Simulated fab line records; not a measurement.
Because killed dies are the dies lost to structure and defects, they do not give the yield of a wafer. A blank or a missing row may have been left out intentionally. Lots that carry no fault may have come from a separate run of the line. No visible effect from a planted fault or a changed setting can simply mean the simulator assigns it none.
Split-lot experiment	flow n5-finfet	21 wafers read across 7 lots, on a route 1938 steps long

THE SPLIT ITSELF
At N5_FIN_SAQP_HM_DEP_03 (deposits SiNx from SiH4/NH3/N2, target thk 38 nm, time 33.6 s), the setting time-s was moved away from the recipe's 33.6 s on 3 of the 21 wafers read, by -5.4% to +13.5%. This setting was run at the recipe's value on the other wafers.

FROM THE SPLIT TO THE READING: what the file shows between them, 8 steps
- N5_FIN_SAQP_THK_MEAS_05
- N5_FIN_SAQP_COAT_49: time 60 s, resist thk 100 nm (also split here: time-s)
- N5_FIN_SAQP_COAT_50: time 60 s, resist thk 35 nm
- N5_FIN_SAQP_COAT_10: resist thk 90 nm
- N5_FIN_SAQP_SPACER2_ALD_28: deposits SiO2, target thk 8.1 nm, pulse time 1 s, purge time 2 s
- N5_FIN_SAQP_SPACER2_ETCHBACK_29: etches SiO2 in CHF3/O2, target depth 12.2 nm, time 6.1 s
- N5_FIN_SAQP_MANDREL2_REMOVE_60: chemistry HBr/Cl2/O2, target a-Si, stops on SiNx, bt time 10 s
- N5_FIN_SAQP_HM_OPEN_33: chemistry CH3F/O2, target SiNx, target depth 49.4 nm, time 70.6 s

THE READING
SiNx_of_FIN_SAQP_HM_DEP_03.thk-nm (the simulator's own value, which no gauge read), in nm, at N5_FIN_SAQP_FIN_ETCH_36 (etches the open film in HBr/Cl2/O2, target depth 120 nm, time 50.4 s). There is no usual value for it anywhere in the file. Here, 18 wafers ran the recipe; their average is 21.1 nm with a standard deviation of 0.57 nm.

wafer	tool, chamber at the split	time-s as run, s	against the recipe	SiNx_of_FIN_SAQP_HM_DEP_03.thk-nm, nm	against lot-mates on the recipe
L074.1	pecvd-04, 2	33.6	recipe	20.4	-
L074.2	pecvd-04, 0	33.6	recipe	21.8	-
L074.6	pecvd-04, 1	33.6	recipe	22.4	-
L076.1	pecvd-04, 1	33.6	recipe	21.6	-
L076.3	pecvd-04, 0	33.6	recipe	21.4	-
L076.6	pecvd-04, 2	33.6	recipe	21.6	-
L078.3	pecvd-01, 0	33.6	recipe	20.4	-
L078.4	pecvd-01, 2	33.6	recipe	21.4	-
L078.6	pecvd-01, 1	33.6	recipe	20.6	-
L080.1	pecvd-02, 2	33.6	recipe	20.8	-
L080.3	pecvd-02, 1	31.8	-5.4%	18.6	-2.2
L080.5	pecvd-02, 1	31.8	-5.4%	19.4	-1.4
L081.1	pecvd-01, 0	33.6	recipe	20.4	-
L081.2	pecvd-01, 2	38.13	+13.5%	25.2	+4.7
L081.6	pecvd-01, 0	33.6	recipe	20.6	-
L088.2	pecvd-04, 1	33.6	recipe	21	-
L088.3	pecvd-04, 2	33.6	recipe	21	-
L088.5	pecvd-04, 2	33.6	recipe	21.6	-
L097.2	pecvd-01, 0	33.6	recipe	20.6	-
L097.3	pecvd-01, 2	33.6	recipe	21	-
L097.5	pecvd-01, 0	33.6	recipe	21.8	-

FIT RESULTS
A straight line over all 21 wafers: SiNx_of_FIN_SAQP_HM_DEP_03.thk-nm changes by +0.325 nm for each +1% of time-s; r = +0.89; the points scatter about the line by 0.59 nm.
The same after taking each lot's own level away (the mean of its wafers on the recipe; 21 wafers): +0.346 nm for each +1%; r = +0.94; scatter 0.46 nm.
Per that fit: largest time-s move, reading shift of 4.7 nm.
The span of the lots' own levels, 20.50 to 21.53 nm, comes to 1.8 times the standard deviation stated above.
Consequently the slope shifts little with the lot-to-lot level, the two slopes agreeing.
Check: for one of the wafers moved furthest among these (+13.5%), held out of the fit, the line's prediction against its lot-mates is +4.53 nm. Against them it came out at +4.7 nm.

ADDITIONAL SPLITS CARRIED BY THESE WAFERS
Note: prior to the reading, these wafers also went through further splits. Each is held against what the fit with the lots' levels taken away leaves over:
other split on the same wafers	wafers away from the commonest value	r with SiNx_of_FIN_SAQP_HM_DEP_03.thk-nm (lot level and that fit taken away)
N5_WELL_APT_PEB_06 peb-time-s	3	-0.01
N5_FIN_SAQP_COAT_49 time-s	7	+0.02

THE WHOLE CHAIN: every reading that the file lists as answering this split, in the file's order
step	what it does	reading	change (the file's fit)	r (the file's)
N5_FIN_SAQP_HM_DEP_03	deposits SiNx from SiH4/NH3/N2, target thk 38 nm, time 33.6 s	SiNx_of_FIN_SAQP_HM_DEP_03.thk-nm (the simulator's own value, which no gauge read)	+0.368 nm for each +1% of the setting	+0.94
N5_FIN_SAQP_THK_MEAS_05		thk-nm	withheld for each +1% of the setting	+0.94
N5_FIN_SAQP_MANDREL2_REMOVE_60	chemistry HBr/Cl2/O2, target a-Si, stops on SiNx, bt time 10 s	SiNx_of_FIN_SAQP_HM_DEP_03.thk-nm (the simulator's own value, which no gauge read)	+0.361 nm for each +1% of the setting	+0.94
N5_FIN_SAQP_HM_OPEN_33	chemistry CH3F/O2, target SiNx, target depth 49.4 nm, time 70.6 s	etch-rf-on-time-s	withheld for each +1% of the setting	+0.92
N5_FIN_SAQP_HM_OPEN_33	chemistry CH3F/O2, target SiNx, target depth 49.4 nm, time 70.6 s	etch.depth-nm (the simulator's own value, which no gauge read)	+0.362 nm for each +1% of the setting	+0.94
N5_FIN_SAQP_FIN_ETCH_36	etches the open film in HBr/Cl2/O2, target depth 120 nm, time 50.4 s	SiNx_of_FIN_SAQP_HM_DEP_03.thk-nm (the simulator's own value, which no gauge read)	+0.347 nm for each +1% of the setting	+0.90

THE FILE'S OWN FIT
SiNx_of_FIN_SAQP_HM_DEP_03.thk-nm changes by +0.347 nm for each +1% of time-s, r = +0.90.
